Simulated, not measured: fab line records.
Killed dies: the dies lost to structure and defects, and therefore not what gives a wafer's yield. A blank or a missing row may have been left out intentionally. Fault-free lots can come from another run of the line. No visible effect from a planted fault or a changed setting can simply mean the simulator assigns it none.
A lot that was struck, set against a sound lot || flow n5_finfet || 39 out of 1938 route steps
Sound: these wafers, L247.1, L247.3, L247.5. Struck: wafers L254.1, L254.3 (left out: L254.4, a lot-mate that was not struck); the cause follows at the end.
At each step with rows: each side's tool, then ch and its chambers, then its first start. Under that, the readings that differ: sound wafers || struck wafers || difference of the means || sigmas: that difference in standard deviations of wafers without a fault.
alike: a reading whose means differ by less than 2 such deviations, as well as words and numbers matching on both sides. not compared: withheld readings; readings where some wafer has no value; bounds like >300 that might hide an equal value; numbers whose values overlap and for which the record gives no deviation.
A row with sigmas, a row that says differs or no value, or rows on one side alone: a step with any of these is where the two part. Numbers that don't overlap but have no deviation are shown without sigmas and don't part them. A reading that every wafer of one side lacks parts them only if that side has two wafers or more.

first, 10 steps without rows for these wafers: N5_FIN_SAQP_HM_DEP_03 (deposits SiNx from SiH4/NH3/N2, target thk 38 nm, time 33.6 s); N5_FIN_SAQP_PECVD_47 (deposits a-Si from SiH4/He, target thk 45 nm, time 36.3 s); N5_FIN_SAQP_PECVD_48 (deposits SiNx from SiH4/NH3/N2, target thk 25 nm, time 22.1 s); N5_FIN_SAQP_PECVD_06 (deposits a-Si from SiH4/He, target thk 60 nm, time 48.1 s); N5_FIN_SAQP_HM_DEP_72 (deposits SiO2 from SiH4/N2O, target thk 12 nm, time 7.2 s); N5_FIN_SAQP_COAT_49 (time 60 s, resist thk 100 nm); N5_FIN_SAQP_COAT_50 (time 60 s, resist thk 35 nm); N5_FIN_SAQP_COAT_10 (resist thk 90 nm); N5_FIN_SAQP_EBR_12; N5_FIN_SAQP_SOFTBAKE_11 (time 60 s).
N5_FIN_SAQP_EXPOSE_13: exposes mask FIN CORE, target cd 35.6 nm.
  sound on arfi_scanner-02 ch 0, day 3 06:31; struck on arfi_scanner-02 ch 0, day 4 22:37
  alike: mask
then, 2 steps without rows for these wafers: N5_FIN_SAQP_PEB_14 (peb time 60 s); N5_FIN_SAQP_DEVELOP_15 (develop time 30 s).
N5_FIN_SAQP_CD_MEAS_16 targets a cd of 35.6 nm.
  sound on cd_sem-03 ch 0, day 3 06:38; struck on cd_sem-03 ch 0, day 4 22:44
{"reading": "cd_nm (nm)", "sound": "35.4 35.5 34.9", "struck": "30.1 29.7", "difference": -5.4, "sigmas": -11}
then, 23 steps without rows for these wafers: N5_FIN_SAQP_DESCUM_21 (chemistry O2, time 7.9 s); N5_FIN_SAQP_ETCH_51 (etches SiARC in CF4, target depth 45.5 nm, time 75.8 s); N5_FIN_SAQP_ETCH_52 (etches SOC in N2/H2, target depth 100 nm, overetch 20 nm, time 150 s); N5_FIN_SAQP_STRIP_53 (strips in N2/H2); N5_FIN_SAQP_HM_OPEN_73 (chemistry CHF3/O2, target SiO2, stops on a-Si, target depth 12 nm, time 16.8 s); N5_FIN_SAQP_STRIP_74 (strips in CHF3/O2); N5_FIN_SAQP_MANDREL_ETCH_22 (etches a-Si in HBr/Cl2, stops on SiNx, target depth 60 nm, bt time 10 s, time 30 s); N5_FIN_SAQP_STRIP_55 (strips in N2/H2); N5_FIN_SAQP_STRIP_23 (strips in SPM, time 750 s); N5_FIN_SAQP_SRD_66 (time 30 s); N5_FIN_SAQP_RECESS_75 (chemistry HF/NH3, target SiO2, target depth 14.4 nm, afs cycles 3, sublimation time 60 s); N5_FIN_SAQP_SPACER1_ALD_24 (deposits SiO2, target thk 20.3 nm, pulse time 1 s, purge time 2 s); N5_FIN_SAQP_SPACER1_ETCHBACK_25 (etches SiO2 in CHF3/O2, target depth 24.4 nm, time 12.2 s); N5_FIN_SAQP_MANDREL1_REMOVE_56 (chemistry HBr/Cl2/O2, target a-Si, stops on SiNx, bt time 10 s); N5_FIN_SAQP_ETCH_57 (etches SiNx in CH3F/O2, target depth 32.5 nm, time 46.4 s); N5_FIN_SAQP_ETCH_65 (etches SiO2 in CF4, target depth 4 nm, time 4.4 s); N5_FIN_SAQP_MANDREL_ETCH_58 (etches a-Si in HBr/Cl2, stops on SiNx, target depth 45 nm, bt time 10 s, time 27 s); N5_FIN_SAQP_RECESS_63 (chemistry HF/NH3, target SiO2, target depth 18 nm, afs cycles 3, sublimation time 60 s); N5_FIN_SAQP_COAT_68 (time 60 s, resist thk 100 nm); N5_FIN_SAQP_ETCH_69 (etches SOC in N2/H2, stops on SiNx, target depth 150 nm); N5_FIN_SAQP_ETCH_67 (etches SiNx in CH3F/O2, target depth 30 nm); N5_FIN_SAQP_STRIP_70 (strips in N2/H2); N5_FIN_SAQP_RECESS_71 (chemistry HF/NH3, target SiO2, target depth 3 nm, afs cycles 1, sublimation time 60 s).
-- a jump in the record: the struck wafers' starts before and after are 6 days apart (it breaks off in module FIN_SAQP and resumes in module BEOL_M4, where the first step shown is number 1111 of the route) --
N5_BEOL_M4_RC_MEAS_101:
  sound on prober-01 ch 0, day 9 03:13; struck on prober-01 ch 0, day 11 07:17
  alike: DIBL_N, DIBL_P, IOFF_N, IOFF_P, ION_N, ION_P, SS_N, SS_P, VT_N, VT_P
-- record jumps: 5 days separate the struck wafers' starts on either side; left off in module BEOL_M4, taken up again in module PASSIVATION, whose first shown step is the route's number 1936 --
N5_PASSIVATION_PROBE_49:
  rows exist in the record for the struck wafers here (prober-02, day 15 22:21), but not for the sound ones

WHERE THEY PART
Earliest at N5_FIN_SAQP_CD_MEAS_16; latest, in this record, at N5_PASSIVATION_PROBE_49.

WHY: whatever the simulator had introduced
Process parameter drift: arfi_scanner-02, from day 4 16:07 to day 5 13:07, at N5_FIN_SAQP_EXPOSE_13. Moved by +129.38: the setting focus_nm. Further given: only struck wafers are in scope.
